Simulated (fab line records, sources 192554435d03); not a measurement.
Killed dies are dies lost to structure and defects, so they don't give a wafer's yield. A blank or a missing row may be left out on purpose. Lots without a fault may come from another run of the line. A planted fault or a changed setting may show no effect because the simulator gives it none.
fab line records | flow n5_finfet
record lots=12 wafers=35 last_day=17
route steps=1938 shown DUMMY_GATE@257 SD_EPI_N@278 SD_EPI_P@296
lots that met no fault: from a run of the same line without faults
start_h: hours from the record's first day to the start of the lot's first wafer shown | wait_h: hours since the lot's step before | " the same as in the row above | L1.1+2: a row that stands for several wafers | - no value, or no start given | * or withheld: withheld | < > ~ a bound
route shown NAME@n: a module of which the file shows steps, and the number in the route of the first | usual: mean/standard deviation of fault-free wafers | same: alike in all rows | chamber/n: place in a boat | sites: the reading at each site | _std_site: their standard deviation | _edge_site: outer sites' mean less inner sites' | radius_mm: how far each site lies from the wafer's centre | mask NAME#n: copy n | behind: the tool/chamber that last shaped the wafer | hold: why the lot was held/for how many hours/how that ended | device: the transistor (n, p or np) that didn't switch | end of line: the same wafers' tests at the end of the route | a step without rows: its recipe alone | killed: dies lost to structure and defects at the first sort, not the wafer's yield | map: a wafer's dies, x killed, . not, _ none there
set.NAME: the setting as run; set.NAME@STEP: as run at that earlier step | model.NAME: the simulator's own value behind a step, which no gauge read
steps of the route over a sample of lots; a table a step, a row a wafer
services: from which hour (start_h, from the record's first day; less than 0 if before it) a tool's chamber was out of use, for how many hours, and why
## steps
# step N5_DUMMY_GATE_INSPECT_27
# recipe inspect_instrument=brightfield mode=aei
# usual raw_defect_count=286/88
# columns lot.wafer tool chamber start_h wait_h raw_defect_count
L924.3 defect_inspect-01 - 47.78 0.0 429
L924.4 " - " " 251
L924.5 " - " " 280
L925.2 defect_inspect-02 - 53.17 0.0 296
L925.4 " - " " 177
L925.6 " - " " 263
L926.2 defect_inspect-02 - 64.28 0.0 168
L926.5 " - " " 190
L926.6 " - " " 185
L927.1 defect_inspect-02 - 64.83 0.0 316
L927.2 " - " " 456
L927.5 " - " " 260
L929.4 defect_inspect-02 - 77.71 0.0 301
L929.5 " - " " 231
L930.1 defect_inspect-02 - 82.62 0.0 303
L930.3 " - " " 232
L930.5 " - " " 295
L938.1 defect_inspect-02 - 131.33 0.0 302
L938.3 " - " " 416
L938.6 " - " " 304
L939.2 defect_inspect-01 - 138.50 0.0 261
L939.5 " - " " 403
L939.6 " - " " 361
L940.2 defect_inspect-02 - 144.23 0.0 346
L940.5 " - " " 487
L940.6 " - " " 304
L942.2 defect_inspect-02 - 157.07 0.0 411
L942.3 " - " " 440
L942.5 " - " " 370
L946.3 defect_inspect-02 - 182.16 0.0 317
L946.5 " - " " 257
L946.6 " - " " 207
L947.1 defect_inspect-01 - 185.08 0.0 492
L947.2 " - " " 323
L947.6 " - " " 586
# step N5_SD_EPI_N_ETCH_45
# recipe chemistry=CH3F/O2 target=SiOCN target_depth_a=60 mask_material=SOC ion_energy_ev=60 bias_w=29 pressure_mtorr=15 source_w=410 Ar_flow_sccm=150 CH3F_flow_sccm=30 O2_flow_sccm=20
# usual drypump_motor_current_A=5.4/0.55 mfc_ar_sccm=150.0/0.45 oes_product_au=0.74/0.078 rf_vpp_V=127.2/1 showerhead_plenum_p_Torr=1.96/0.064 throttle_valve_pct=23.3/0.3
# columns lot.wafer tool chamber start_h wait_h drypump_motor_current_A mfc_ar_sccm oes_product_au rf_hours_counter_h rf_vpp_V showerhead_plenum_p_Torr throttle_valve_pct
L924.3 rie_diel-04 3 49.53 0.1 4.8 149.5 0.73 150 127.8 2.09 23.7
L924.4 " 1 " " 5.3 149.4 0.70 209 129.1 1.87 23.0
L924.5 " 1 " " 5.3 149.5 0.69 - 125.7 1.87 23.0
L925.2 rie_diel-04 0 54.92 0.1 5.4 149.6 0.70 204 128.0 1.97 23.7
L925.4 " 2 " " 5.3 149.6 0.74 144 126.4 1.91 23.0
L925.6 " 3 " " 4.9 149.8 0.73 - 128.0 2.09 23.7
L926.2 rie_diel-05 2 65.79 0.1 5.2 150.8 0.91 26 128.8 2.04 22.9
L926.5 " 0 " " 6.0 149.6 0.67 - 128.2 1.95 23.0
L926.6 " 3 " " 4.9 149.7 0.77 - 127.4 1.92 23.4
L927.1 rie_diel-05 3 66.46 0.1 4.9 149.8 0.76 145 126.5 1.92 23.4
L927.2 " 0 " " 6.0 149.7 0.66 232 128.0 1.95 23.0
L927.5 " 0 " " 6.0 150.5 0.67 - 127.8 1.95 23.0
L929.4 rie_diel-04 2 79.19 0.1 5.3 150.0 0.74 153 127.2 1.91 23.1
L929.5 " 1 " " 5.4 149.8 0.68 - 126.2 1.87 23.0
L930.1 rie_diel-04 0 84.23 0.1 5.5 149.5 0.70 216 127.6 1.97 23.7
L930.3 " 3 " " 4.9 150.1 0.72 164 128.0 2.09 23.7
L930.5 " 2 " " 5.3 150.4 0.74 - 127.7 1.91 23.0
L938.1 rie_diel-01 2 133.03 0.1 6.3 150.5 0.68 224 126.8 1.96 23.3
L938.3 " 3 " " 4.9 150.0 0.68 227 127.4 1.95 22.9
L938.6 " 1 " " 4.7 150.3 0.73 - 127.5 2.07 23.5
L939.2 rie_diel-04 0 140.22 0.1 5.5 149.4 0.69 237 127.5 1.96 23.7
L939.5 " 1 " " 5.4 150.3 0.67 - 125.7 1.86 23.1
L939.6 " 0 " " 5.5 149.4 0.68 - 127.0 1.96 23.7
L940.2 rie_diel-05 0 145.98 0.1 5.9 149.9 0.99 1 127.7 1.95 22.7
L940.5 " 1 " " 6.5 150.1 0.75 - 126.8 1.92 23.5
L940.6 " 2 " " 5.2 150.0 0.85 - 129.8 2.03 22.9
L942.2 rie_diel-01 3 158.87 0.1 4.9 150.8 0.67 238 128.3 1.94 22.9
L942.3 " 0 " " 4.9 149.2 0.98 2 126.0 1.97 23.3
L942.5 " 0 " " 4.9 149.4 0.97 - 127.2 1.97 23.3
L946.3 rie_diel-01 0 183.90 0.1 4.9 150.1 0.94 11 125.0 1.97 23.3
L946.5 " 2 " " 6.3 149.5 0.66 - 127.4 1.95 23.3
L946.6 " 3 " " 4.8 149.5 0.66 - 128.5 1.94 23.0
L947.1 rie_diel-05 2 186.90 0.1 5.2 150.5 0.84 68 127.4 2.02 22.9
L947.2 " 1 " " 6.4 150.0 0.73 174 127.5 1.91 23.5
L947.6 " 2 " " 5.2 150.4 0.84 - 127.3 2.02 22.9
# step N5_SD_EPI_P_COAT_35
# recipe resist=SiARC temp_c=220 time_s=60 spin_rpm=1500 resist_thk_nm=35
# usual chill_plate_temp_C=23.01/0.12 dispense_pressure_kPa=52/3.2 resist_line_temp_C=22.99/0.11 spin_speed_rpm=1499.8/1.3
# columns lot.wafer tool chamber start_h wait_h chill_plate_temp_C dispense_pressure_kPa resist_line_temp_C spin_speed_rpm
L924.3 litho_track-01 0 53.74 - 23.09 49 23.11 1498.0
L924.4 " 0 " " 23.20 49 22.99 1496.9
L924.5 " 0 " " 23.04 49 23.00 1498.5
L925.2 litho_track-05 0 59.12 - 23.04 51 22.97 1498.9
L925.4 " 0 " " 23.05 51 22.93 1498.3
L925.6 " 0 " " 23.17 51 23.02 1499.0
L926.2 litho_track-01 0 69.26 - 22.94 49 22.97 1501.1
L926.5 " 0 " " 22.95 49 22.93 1501.2
L926.6 " 0 " " 23.00 49 22.88 1499.3
L927.1 litho_track-01 0 70.10 - 22.88 49 22.88 1500.1
L927.2 " 0 " " 22.85 49 22.89 1500.9
L927.5 " 0 " " 22.88 49 23.01 1498.1
L929.4 litho_track-05 0 82.66 - 22.97 51 22.91 1500.5
L929.5 " 0 " " 23.02 51 22.98 1499.8
L930.1 litho_track-01 0 87.72 - 22.99 49 22.96 1501.2
L930.3 " 0 " " 23.08 49 23.01 1498.7
L930.5 " 0 " " 23.12 49 23.02 1499.8
L938.1 litho_track-05 0 136.49 - 22.98 51 23.06 1542.3
L938.3 " 0 " " 23.00 51 22.95 1543.4
L938.6 " 0 " " 22.97 51 22.93 1540.1
L939.2 litho_track-05 0 143.69 - 23.01 51 23.02 1541.7
L939.5 " 0 " " 22.98 51 23.07 1540.6
L939.6 " 0 " " 23.07 51 23.19 1540.5
L940.2 litho_track-03 0 149.46 - 22.76 56 23.04 1500.7
L940.5 " 0 " " 22.98 56 23.05 1499.4
L940.6 " 0 " " 22.73 56 23.18 1500.2
L942.2 litho_track-03 0 162.34 - 22.98 56 22.93 1499.9
L942.3 " 0 " " 23.21 56 22.93 1498.8
L942.5 " 0 " " 23.12 56 22.90 1500.2
L946.3 litho_track-01 0 188.22 - 23.19 49 22.84 1499.3
L946.5 " 0 " " 22.89 49 22.87 1502.2
L946.6 " 0 " " 23.10 49 22.84 1499.7
L947.1 litho_track-01 0 190.59 - 22.99 49 22.93 1501.3
L947.2 " 0 " " 23.21 49 22.96 1498.7
L947.6 " 0 " " 23.19 49 23.13 1497.7
# step N5_SD_EPI_P_OVL_MEAS_10
# recipe points_per_wafer=44
# usual SD_P_BLK_OVL=-0.6/0.62
# columns lot.wafer tool chamber start_h wait_h SD_P_BLK_OVL[nm]
L924.3 overlay-01 0 54.13 0.0 -0.8
L924.4 " 0 " " -1.2
L924.5 " 0 " " -0.3
L925.2 overlay-02 0 59.52 0.0 -0.6
L925.4 " 0 " " -0.8
L925.6 " 0 " " 0.3
L926.2 overlay-01 0 69.65 0.0 -1.1
L926.5 " 0 " " 0.1
L926.6 " 0 " " -0.8
L927.1 overlay-02 0 70.37 0.0 -0.6
L927.2 " 0 " " -1.4
L927.5 " 0 " " 0.0
L929.4 overlay-02 0 82.93 0.0 -0.7
L929.5 " 0 " " -0.2
L930.1 overlay-01 0 88.11 0.0 -0.3
L930.3 " 0 " " -1.7
L930.5 " 0 " " -1.6
L938.1 overlay-02 0 136.76 0.0 0.1
L938.3 " 0 " " 0.0
L938.6 " 0 " " -0.8
L939.2 overlay-01 0 144.09 0.0 -1.4
L939.5 " 0 " " -0.5
L939.6 " 0 " " -0.6
L940.2 overlay-02 0 149.73 0.0 -0.7
L940.5 " 0 " " -1.1
L940.6 " 0 " " -0.1
L942.2 overlay-01 0 162.74 0.0 -0.8
L942.3 " 0 " " -1.0
L942.5 " 0 " " -0.8
L946.3 overlay-02 0 188.62 0.0 -0.7
L946.5 " 0 " " -0.8
L946.6 " 0 " " -1.0
L947.1 overlay-02 0 190.99 0.0 0.3
L947.2 " 0 " " -1.2
L947.6 " 0 " " -1.7
## services
# columns tool chamber start_h hours kind
rie_diel-05 1 39.10 2.4 repair
rie_diel-05 - 71.46 0.8 repair
rie_diel-01 - 102.19 4.3 pm
rie_diel-01 2 107.31 5.2 repair
rie_diel-01 - 114.81 14.6 pm
rie_diel-05 0 119.05 - clean
rie_diel-05 0 119.05 - consumable_replace:focus_ring
rie_diel-05 0 119.05 23.4 scheduled_down
rie_diel-05 0 119.05 23.4 vent_cycle
rie_diel-05 2 120.99 4.6 repair
rie_diel-01 0 141.86 - clean
rie_diel-01 0 141.86 - consumable_replace:focus_ring
rie_diel-01 0 141.86 13.6 scheduled_down
rie_diel-01 0 141.86 13.6 vent_cycle
rie_diel-04 1 152.74 6.5 repair
rie_diel-04 1 165.36 - clean
rie_diel-04 1 165.36 - consumable_replace:focus_ring
rie_diel-04 1 165.36 - consumable_replace:showerhead
rie_diel-04 1 165.36 12.3 scheduled_down
rie_diel-04 1 165.36 12.3 vent_cycle
rie_diel-04 0 177.71 - clean
rie_diel-04 0 177.71 - consumable_replace:focus_ring
rie_diel-04 0 177.71 25.2 scheduled_down
rie_diel-04 0 177.71 25.2 vent_cycle
## key
first_sign step=N5_SD_EPI_P_COAT_35 reading=spin_speed_rpm direction=up sigmas=33 usual=* struck=*
effect none on later readings
met_at N5_SD_EPI_P_COAT_35
struck_lots L938,L939
tester_left_out L938,L939
not_acting_at N5_DUMMY_GATE_INSPECT_27,N5_SD_EPI_N_ETCH_45,N5_SD_EPI_P_OVL_MEAS_10
onset_between 82.66 136.49
fault kind=process_parameter_drift tool=litho_track-05 chamber=- onset_h=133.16 steps=N5_SD_EPI_P_COAT_35 channel=spin_rpm offset=* shape=step end_h=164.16 acts_in=* stated=*
# tester_left_out: of these lots the tester's yield and bins aren't shown, on N5 and GAA mostly nor the transistor test; their killed dies are dies lost to structure and defects alone, not to doping, threshold or leakage, so they don't give the yield
